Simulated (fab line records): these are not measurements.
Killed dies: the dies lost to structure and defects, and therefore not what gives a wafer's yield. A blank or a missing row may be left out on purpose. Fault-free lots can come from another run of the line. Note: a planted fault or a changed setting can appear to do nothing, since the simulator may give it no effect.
A lot that was struck, set against a sound lot ; flow n5Finfet ; 18 steps out of a route of 1938
Sound: these wafers, L216.1, L216.2, L216.4. Wafers L203.3, L203.5 were the ones struck. The cause comes at the end.
Each step with rows lists, per side, the tool, then ch with its chambers, then its first start. Under that, the readings that differ: sound wafers ; struck wafers ; difference of the means ; sigmas: that difference in standard deviations of wafers without a fault.
alike: readings whose means differ by less than 2 such deviations, and words and numbers that are the same on both sides. not compared: withheld readings, readings that some wafer has no value for, bounds like >300 that may hide the same value, and numbers for which the record gives no deviation and whose values overlap.
Wherever a step has rows on one side only, a row that says differs or no value, or a row with sigmas, the two part there. Numbers that don't overlap but have no deviation are shown without sigmas and don't part them. Lack of a reading on every wafer of one side parts them only where that side has two or more wafers.

N5_BEOL_M1_ANNEAL_82: time 240 s.
  sound on pvdSputter-02, day 11 00:31; struck on pvdSputter-01, day 8 04:19
  alike: heaterPowerW
then, 7 steps without rows for these wafers: N5_BEOL_M1_SPUTTER_86 (material Cu, target thk 4.5 nm, time 8.29 s); N5_BEOL_M1_ANNEAL_87 (time 240 s); N5_BEOL_M1_SPUTTER_88 (material Cu, target thk 4.5 nm, time 8.29 s); N5_BEOL_M1_ANNEAL_89 (time 240 s); N5_BEOL_M1_SPUTTER_90 (material Cu, target thk 4.5 nm, time 8.29 s); N5_BEOL_M1_ANNEAL_91 (time 240 s); N5_BEOL_M1_SPUTTER_92 (material Cu, target thk 4.5 nm, time 8.29 s).
N5_BEOL_M1_ANNEAL_93: time 240 s.
  sound on pvdSputter-02, day 11 01:23; struck on pvdSputter-01, day 8 05:11
  alike: heaterPowerW
then, 1 step without rows for these wafers: N5_BEOL_M1_SPUTTER_94 (material Cu, target thk 4.5 nm, time 8.29 s).
N5_BEOL_M1_ANNEAL_95: time 240 s.
  sound on pvdSputter-02, day 11 01:37; struck on pvdSputter-01, day 8 05:25
  alike: heaterPowerW
N5_BEOL_M1_SPUTTER_96: material Cu, target thk 4.5 nm, time 8.29 s.
  sound on pvdSputter-02, day 11 01:45; struck on pvdSputter-01, day 8 05:33
  alike: throttleValvePct
N5_BEOL_M1_ECD_50: material Cu, target thk 300 nm.
  sound on ecdCu-02 ch 0,1, day 11 01:52; struck on ecdCu-02 ch 0,1, day 8 05:41
reading;sound;struck;difference;sigmas
model.Cu_of_BEOL_M1_ECD_50.thkNm (nm);305 302.4 302.4;401 403.8;+99;
N5_BEOL_M1_ANNEAL_51: time 90 s.
  sound on rtpAnneal-01 ch 0, day 11 01:57; struck on rtpAnneal-02 ch 0, day 8 05:55
  alike: annealTempCMax, wafer_temp_C_max
N5_BEOL_M1_CMP_52: polishes, stops on SiOC, t overpolish 6.8 s, target thk 40 nm.
  sound on cmp-03 ch 0,1,3, day 11 02:17; struck on cmp-04 ch 3, day 8 06:24
reading;sound;struck;difference;sigmas
timeToEndpointS (s);60.3 61.6 63.1;81.5 82.6;+20.4;+8
  alike: motorCurrentA, platenRpm
N5_BEOL_M1_THK_MEAS_53: measures by xrf.
  sound on filmMetro-02, day 11 02:32; struck on filmMetro-01, day 8 06:42
  alike: M1_THK
-- the record jumps here: 2 days lie between the struck wafers' starts before and after (it left off in module BEOL_M1 and takes up again in module BEOL_M4, whose first step shown is number 1111 of the route) --
N5_BEOL_M4_RC_MEAS_101:
  sound on prober-01 ch 0, day 13 17:16; struck on prober-02 ch 0, day 10 15:11
  alike: DIBL_N, DIBL_P, IOFF_N, IOFF_P, ION_N, ION_P, SS_N, SS_P, VT_N, VT_P
following that, these wafers have no rows for 1 step: N5_PASSIVATION_PROBE_49.

== WHERE THEY PART ==
Only at N5_BEOL_M1_CMP_52, as far as this record shows. Later steps at which nothing parts them and some readings are alike: N5_BEOL_M1_THK_MEAS_53, N5_BEOL_M4_RC_MEAS_101.

WHY: whatever the simulator had introduced
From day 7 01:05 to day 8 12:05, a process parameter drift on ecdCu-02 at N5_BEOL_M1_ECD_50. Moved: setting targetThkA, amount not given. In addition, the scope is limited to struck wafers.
